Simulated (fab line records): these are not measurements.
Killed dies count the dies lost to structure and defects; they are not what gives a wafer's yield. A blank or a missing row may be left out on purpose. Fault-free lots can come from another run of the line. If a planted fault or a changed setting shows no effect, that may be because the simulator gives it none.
Matching of chambers / flow n5_finfet / 3 sister chambers for N5_BEOL_M5_CURE_80 on uv_cure-02
The step cures SiCOH lowk, time 120 s. 6 wafers are shown with their chamber, then 7 later ones without.

EACH WAFER AND ITS CHAMBER
wafer=L758.5; chamber=0; wafer_temp_C_max=372.2; lamp_power_pct (%)=52.35
wafer=L758.6; chamber=0; wafer_temp_C_max=372.9; lamp_power_pct (%)=52.30
wafer=L773.4; chamber=1; wafer_temp_C_max=370.7; lamp_power_pct (%)=52.44
wafer=L773.5; chamber=1; wafer_temp_C_max=370.6; lamp_power_pct (%)=52.27
wafer=L776.3; chamber=2; wafer_temp_C_max=371.4; lamp_power_pct (%)=52.38
wafer=L776.4; chamber=2; wafer_temp_C_max=372.0; lamp_power_pct (%)=52.26

WAFERS WHOSE CHAMBER IS MISSING
wafer=L776.5; wafer_temp_C_max=371.8; lamp_power_pct (%)=52.23
wafer=L778.2; wafer_temp_C_max=372.2; lamp_power_pct (%)=52.37
wafer=L778.4; wafer_temp_C_max=372.8; lamp_power_pct (%)=52.36
wafer=L778.6; wafer_temp_C_max=372.2; lamp_power_pct (%)=52.38
wafer=L777.2; wafer_temp_C_max=370.9; lamp_power_pct (%)=52.35
wafer=L777.3; wafer_temp_C_max=370.7; lamp_power_pct (%)=52.32
wafer=L777.5; wafer_temp_C_max=370.6; lamp_power_pct (%)=52.35

WHICH CHAMBER EACH WENT THROUGH
wafer=L776.5; from the rows above=can't be placed: 2 or 0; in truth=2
wafer=L778.2; from the rows above=can't be placed: 0 or 2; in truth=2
wafer=L778.4; from the rows above=0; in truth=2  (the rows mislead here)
wafer=L778.6; from the rows above=can't be placed: 0 or 2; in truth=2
wafer=L777.2; from the rows above=can't be placed: 1 or 2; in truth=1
wafer=L777.3; from the rows above=1; in truth=1
wafer=L777.5; from the rows above=1; in truth=1
Correctly placed: 2 of 7. From these rows, 4 cannot be placed; in 4 the true chamber is one of the candidates. Wrongly placed: 1.
How it was worked out, from the rows above alone: a wafer's distance from a chamber is the root of the sum, over the readings, of the square of ((its reading less the chamber's mean) divided by the reading's scatter). If the next closest chamber is less than 2 further off than the closest, the wafer can't be placed; otherwise it belongs to the closest. A chamber's mean is the mean of its shown wafers. How the scatter is found: for the shown wafers, subtract from each reading the mean of its chamber, square and add these, divide the total by (wafers less chambers), then take the root.
